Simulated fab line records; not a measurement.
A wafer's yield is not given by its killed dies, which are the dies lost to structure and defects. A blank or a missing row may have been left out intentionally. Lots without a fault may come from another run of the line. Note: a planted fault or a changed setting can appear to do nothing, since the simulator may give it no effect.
Which tool is to blame? ; flow n5-finfet ; route of 1938 steps, sampled at 1 step: 12 lots, 36 wafers

== WHAT THE GAUGES SHOWED, per wafer ==
N5_MOL_CONTACT_COAG_INSPECT_97: inspects for defects (darkfield).
lot;measured;on;raw-defect-count
L075;day 5 17:08;defect-inspect-02;22 11 20
L077;day 6 04:59;defect-inspect-01;34 37 33
L079;day 6 19:12;defect-inspect-01;25 25 34
L081;day 7 03:14;defect-inspect-01;19 21 50
L083;day 7 11:06;defect-inspect-02;40 61 44
L085;day 8 03:53;defect-inspect-02;41 25 36
L087;day 8 13:41;defect-inspect-02;18 17 31
L089;day 9 04:20;defect-inspect-02;47 49 44
L091;day 9 12:37;defect-inspect-02;46 86 70
L093;day 10 03:44;defect-inspect-02;32 27 23
L095;day 10 16:30;defect-inspect-02;34 31 36
L097;day 11 01:35;defect-inspect-02;37 65 34

== WHAT TOOL EACH LOT RAN ON (gives the tool, then ch and the chambers of the sampled wafers, and finally the start) ==
Record: no process step prior to these readings.

== THE ANSWER, worked out from the rows above alone ==
Rule: the lots themselves supply what counts as usual. Put in order of their means at a reading, lots are off if they are a third of the lots or fewer, leave a main group of 4 or more, and stand apart from it by a gap of 3 or more times the standard deviation of the main group's means; of several such gaps the widest counts. If all means in a main group match to the digits the tables above print for the reading, that group is not used. A lot without any number at a reading at which 4 lots or more have one is off too. Where the step has rows for the other lots, those lots are counted as sound.
No lot is off on any of the readings shown, so nothing can be concluded from this.

== WHAT THE SIMULATOR HAD PUT IN ==
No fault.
